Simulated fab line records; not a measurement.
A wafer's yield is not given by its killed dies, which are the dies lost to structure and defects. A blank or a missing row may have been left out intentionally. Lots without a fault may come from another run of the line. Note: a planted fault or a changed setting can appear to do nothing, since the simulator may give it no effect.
Chamber matching || flow n5Finfet || N5_BEOL_M0_SAQP_DESCUM_45 on rieDiel-03: 4 sister chambers
The step chemistry O2, time 7 s. 8 wafers are shown with their chamber, then 10 later ones without.

## EACH WAFER AND ITS CHAMBER
{"wafer": "L077.4", "chamber": 1, "drypumpMotorCurrentA (A)": 6.4, "throttleValvePct (%)": 20.49}
{"wafer": "L080.3", "chamber": 3, "drypumpMotorCurrentA (A)": 5.9, "throttleValvePct (%)": 20.76}
{"wafer": "L081.3", "chamber": 0, "drypumpMotorCurrentA (A)": 5.9, "throttleValvePct (%)": 20.41}
{"wafer": "L086.3", "chamber": 0, "drypumpMotorCurrentA (A)": 5.9, "throttleValvePct (%)": 20.42}
{"wafer": "L086.4", "chamber": 3, "drypumpMotorCurrentA (A)": 5.9, "throttleValvePct (%)": 20.80}
{"wafer": "L086.5", "chamber": 2, "drypumpMotorCurrentA (A)": 5.6, "throttleValvePct (%)": 20.81}
{"wafer": "L087.3", "chamber": 1, "drypumpMotorCurrentA (A)": 6.5, "throttleValvePct (%)": 20.51}
{"wafer": "L087.4", "chamber": 2, "drypumpMotorCurrentA (A)": 5.6, "throttleValvePct (%)": 20.81}

## WAFERS WITH NO CHAMBER GIVEN
{"wafer": "L087.5", "drypumpMotorCurrentA (A)": 6.4, "throttleValvePct (%)": 20.52}
{"wafer": "L089.2", "drypumpMotorCurrentA (A)": 5.9, "throttleValvePct (%)": 20.78}
{"wafer": "L089.5", "drypumpMotorCurrentA (A)": 5.9, "throttleValvePct (%)": 20.43}
{"wafer": "L089.6", "drypumpMotorCurrentA (A)": 5.9, "throttleValvePct (%)": 20.80}
{"wafer": "L090.4", "drypumpMotorCurrentA (A)": 5.9, "throttleValvePct (%)": 20.82}
{"wafer": "L090.5", "drypumpMotorCurrentA (A)": 5.6, "throttleValvePct (%)": 20.80}
{"wafer": "L090.6", "drypumpMotorCurrentA (A)": 6.4, "throttleValvePct (%)": 20.53}
{"wafer": "L096.1", "drypumpMotorCurrentA (A)": 6.4, "throttleValvePct (%)": 20.53}
{"wafer": "L096.3", "drypumpMotorCurrentA (A)": 5.9, "throttleValvePct (%)": 20.83}
{"wafer": "L096.5", "drypumpMotorCurrentA (A)": 5.9, "throttleValvePct (%)": 20.83}

## WHICH CHAMBER EACH ONE RAN IN
{"wafer": "L087.5", "from the rows above": 1, "in truth": 1}
{"wafer": "L089.2", "from the rows above": 3, "in truth": 3}
{"wafer": "L089.5", "from the rows above": 0, "in truth": 0}
{"wafer": "L089.6", "from the rows above": 3, "in truth": 3}
{"wafer": "L090.4", "from the rows above": 3, "in truth": 3}
{"wafer": "L090.5", "from the rows above": 2, "in truth": 2}
{"wafer": "L090.6", "from the rows above": 1, "in truth": 1}
{"wafer": "L096.1", "from the rows above": 1, "in truth": 1}
{"wafer": "L096.3", "from the rows above": 3, "in truth": 3}
{"wafer": "L096.5", "from the rows above": 3, "in truth": 3}
Correctly placed: 10 of 10. Not placeable from these rows: 0. Placed wrongly: 0.
How it was worked out, from the rows above alone: a wafer's distance from a chamber is the root of the sum, over the readings, of the square of ((its reading less the chamber's mean) divided by the reading's scatter). If the next closest chamber is less than 2 further off than the closest, the wafer can't be placed; otherwise it belongs to the closest. The mean given for a chamber averages the wafers shown for that chamber. The scatter is the square root of a quotient: the sum, over the shown wafers, of each reading's squared deviation from its chamber's mean, divided by wafers minus chambers.
